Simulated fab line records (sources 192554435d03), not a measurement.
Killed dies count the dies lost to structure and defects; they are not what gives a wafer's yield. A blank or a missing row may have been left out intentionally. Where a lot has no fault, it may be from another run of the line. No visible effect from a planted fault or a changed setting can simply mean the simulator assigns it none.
Problem report, 8D (eight disciplines) form, completed by code -- flow n5Finfet -- the parts of the form that need people (team, actions taken, sign-off) are left out

== 1. THE PROBLEM ==
rawDefectCount at N5_MOL_CONTACT_COAG_INSPECT_97 reads a mean of 1126 on 3 wafers of 3 lots; wafers without a fault read 43 with a standard deviation of 18. Relative to the usual mean, that is a shift of +60 standard deviations.
The step: inspects for defects (darkfield).
First observed at day 7 02:16: wafer L155.1, on defectInspect-02. At this step, 30 wafers from 11 lots have a number in the record. Rule for "out" (also "out of limits"): further than 4 standard deviations from the usual mean. Any other wafer with a number is counted as sound.

== 2. WHAT IT IS, WHAT IT ISN'T ==
question,is,is not
which readings at this step,rawDefectCount,-
which lots,"L155, L157, L159","L149, L151, L152, L165, L167, L168, L169, L171"
which wafers of those lots,"L155.1, L157.4, L159.1","L155.2, L157.2, L159.2"
read on which gauges,"defectInspect-01, defectInspect-02",-
when,from day 7 02:16,"up to then (10 sound wafers); but 17 sound wafers of L157, L159, L165, L167, L168, L169, L171 came after"

== 3. WHAT RULES OUT EACH SUSPECT ==
Counting: if a tool at a process step up to the reading ran every lot that is out, it stays a suspect. Sound lots after the first of them don't rule it out here, since some wafers of a struck lot are sound.
- the gauge at N5_MOL_CONTACT_COAG_INSPECT_97 has been ruled out. Those wafers that are out were read across 2 gauges (defectInspect-01, defectInspect-02).
- cmp-01 at N5_MOL_CONTACT_COAG_CMP_52 (polishes, stops on SiO2, t overpolish 1.5 s, target thk 66.5 nm): kept. Ran every lot that is out, first one L155 (day 6 22:57); last sound lot up to then L152 (day 6 11:38). Its own readings are out on those wafers: overpolishRunS, timeToEndpointS.
After counting, what remains is cmp-01 at N5_MOL_CONTACT_COAG_CMP_52.

== 4. THE CAUSE (what the simulator had put in) ==
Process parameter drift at N5_MOL_CONTACT_COAG_CMP_52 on cmp-01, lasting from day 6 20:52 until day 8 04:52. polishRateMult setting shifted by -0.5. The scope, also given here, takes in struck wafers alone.
The count eliminated every tool but this one.

== 5. THE EFFECT CHAIN, in route order ==
One row per reading whose mean, taken over the struck wafers that have a number, lies over 3 standard deviations from the usual. Readings are gone through only where the record gives a usual standard deviation; hours: the median, over the lots, of the time from a lot's start at the first step in this table giving one to that lot's start at this step; sigmas: the change measured in usual standard deviations.
hours,step,reading,usual,on struck wafers,change,sigmas
0,N5_MOL_CONTACT_COAG_CMP_52,overpolishRunS,1.501 s,0.042,-1.459,-99 or more
0,N5_MOL_CONTACT_COAG_CMP_52,timeToEndpointS,13.7 s,26.0,+12.3,+4.9
3,N5_MOL_CONTACT_COAG_INSPECT_97,rawDefectCount,43,1126,+1083,+60
189,N5_PASSIVATION_PROBE_49,killedAtContacts,12,1022,+1010,+99 or more
189,N5_PASSIVATION_PROBE_49,killedDies,101,1100,+999,+56
189,N5_PASSIVATION_PROBE_49,killedOnRim,13,105,+92,+22
The process steps in it:
- N5_MOL_CONTACT_COAG_CMP_52: polishes, stops on SiO2, t overpolish 1.5 s, target thk 66.5 nm.
- N5_PASSIVATION_PROBE_49

== 6. HOW IT WOULD HAVE BEEN CAUGHT EARLIER ==
In this record the first reading out of limits at a measuring or inspecting step was taken at day 7 02:16, 5 hours after the fault began at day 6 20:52.
Tool's own readings at N5_MOL_CONTACT_COAG_CMP_52, overpolishRunS, timeToEndpointS: out on all struck wafers the step has rows for; an alarm limit on them would have tripped on the first.
L157, L159, from the lots that are out (3), started N5_MOL_CONTACT_COAG_CMP_52 on cmp-01 later than day 7 02:16. A hold on the tool at that time would have spared those 2.
